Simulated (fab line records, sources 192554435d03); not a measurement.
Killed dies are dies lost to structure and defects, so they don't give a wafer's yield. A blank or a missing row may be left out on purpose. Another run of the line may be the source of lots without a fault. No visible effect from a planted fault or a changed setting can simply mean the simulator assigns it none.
Chamber matching ; flow n5Finfet ; N5_BEOL_M6_STRIP_19 on rieDiel-01 has 4 sister chambers
The step strips in O2. 20 wafers are shown with their chamber, then 10 later ones without.

== WAFERS PAIRED WITH THEIR CHAMBERS ==
wafer;chamber;drypumpMotorCurrentA (A);throttleValvePct (%);showerheadPlenumPTorr (Torr)
L079.1;2;6.7;16.76;2.11
L079.2;1;5.2;16.92;2.07
L079.3;0;6.2;16.20;2.23
L079.4;2;6.7;16.75;2.11
L079.5;0;6.2;16.18;2.23
L079.6;1;5.2;16.93;2.07
L083.1;2;6.7;16.75;2.10
L083.2;1;5.3;16.94;2.07
L083.3;0;6.2;16.20;2.23
L083.4;3;5.9;16.26;2.13
L083.5;0;6.2;16.20;2.23
L083.6;3;5.9;16.29;2.13
L088.1;3;5.9;16.27;2.13
L088.2;0;6.2;16.21;2.22
L088.3;1;5.3;16.94;2.07
L088.4;1;5.3;16.95;2.07
L088.5;3;5.9;16.29;2.13
L088.6;0;6.2;16.20;2.22
L085.3;3;5.9;16.28;2.13
L085.4;1;5.2;16.97;2.07

SIGNATURES (averages over the wafers above)
reading;chamber 0;chamber 1;chamber 2;chamber 3;scatter within a chamber
drypumpMotorCurrentA;6.200;5.250;6.700;5.900;0.0306
throttleValvePct;16.1983;16.9417;16.7533;16.2780;0.013
showerheadPlenumPTorr;2.2267;2.0700;2.1067;2.1300;0.00354
Rule: for each reading, subtract the chamber's mean from the wafer's reading, divide by that reading's scatter and square the result; add these up over the readings and take the root, which gives the wafer's distance from the chamber. If the next closest chamber is less than 2 further off than the closest, the wafer can't be placed; otherwise it belongs to the closest. The scatter is the square root of a quotient: the sum, over the shown wafers, of each reading's squared deviation from its chamber's mean, divided by wafers minus chambers.

== WAFERS WITH NO CHAMBER GIVEN ==
wafer;drypumpMotorCurrentA (A);throttleValvePct (%);showerheadPlenumPTorr (Torr)
L085.5;6.2;16.21;2.22
L089.1;5.9;16.30;2.13
L089.3;6.7;16.79;2.10
L089.4;5.3;16.95;2.06
L094.1;5.2;17.00;2.06
L094.2;6.2;16.25;2.22
L094.3;6.7;16.81;2.09
L094.4;5.9;16.33;2.12
L094.5;6.2;16.24;2.22
L094.6;5.9;16.30;2.12

== WHICH CHAMBER EACH ONE RAN IN ==
wafer;from the rows above;in truth
L085.5;0;0
L089.1;3;3
L089.3;2;2
L089.4;1;1
L094.1;1;1
L094.2;0;0
L094.3;2;2
L094.4;3;3
L094.5;0;0
L094.6;3;3
Correctly placed: 10 of 10. Not placeable from these rows: 0. Placed wrongly: 0.
